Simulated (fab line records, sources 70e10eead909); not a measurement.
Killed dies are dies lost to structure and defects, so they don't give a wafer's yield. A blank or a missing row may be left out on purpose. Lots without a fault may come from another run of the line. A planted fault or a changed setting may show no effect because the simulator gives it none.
Chamber matching | flow nand_harc | NHARC_A_CHANNEL_HOLE_D1_ETCH_38 on rie_diel-06: 4 sister chambers
The step etches the open film in CF4, target depth 39 nm, time 65 s. 8 wafers are shown with their chamber, then 7 later ones without.

WAFERS WITH THEIR CHAMBER
wafer  | chamber | drypump_motor_current_A (A) | rf_vpp_V (V)
L187.1 | 3       | 5.3                         | 151.9
L187.2 | 0       | 6.4                         | 150.2
L187.4 | 1       | 5.6                         | 149.6
L189.1 | 1       | 5.5                         | 148.7
L189.3 | 2       | 5.8                         | 152.1
L189.5 | 2       | 5.8                         | 153.0
L191.1 | 0       | 6.4                         | 149.9
L191.4 | 3       | 5.2                         | 150.6

WAFERS WITHOUT THEIR CHAMBER
wafer  | drypump_motor_current_A (A) | rf_vpp_V (V)
L191.5 | 5.8                         | 151.9
L193.2 | 5.3                         | 150.6
L193.3 | 5.5                         | 149.5
L193.4 | 5.8                         | 152.8
L196.2 | 5.5                         | 150.5
L196.4 | 6.4                         | 148.8
L196.6 | 5.5                         | 150.4

WHICH CHAMBER EACH WENT THROUGH
wafer  | from the rows above | in truth
L191.5 | 2                   | 2
L193.2 | 3                   | 3
L193.3 | 1                   | 1
L193.4 | 2                   | 2
L196.2 | 1                   | 1
L196.4 | 0                   | 0
L196.6 | 1                   | 1
Placed correctly: 7 of 7. Can't be placed from these rows: 0. Placed wrongly: 0.
How it was worked out, from the rows above alone: a wafer's distance from a chamber is the root of the sum, over the readings, of the square of ((its reading less the chamber's mean) divided by the reading's scatter). The wafer belongs to the nearest chamber; if the next one is less than 2 further off, it can't be placed. A chamber's mean is the mean of its shown wafers. The scatter: the root of (the sum of the squares of (reading less its chamber's mean) over the shown wafers, divided by (wafers less chambers)).
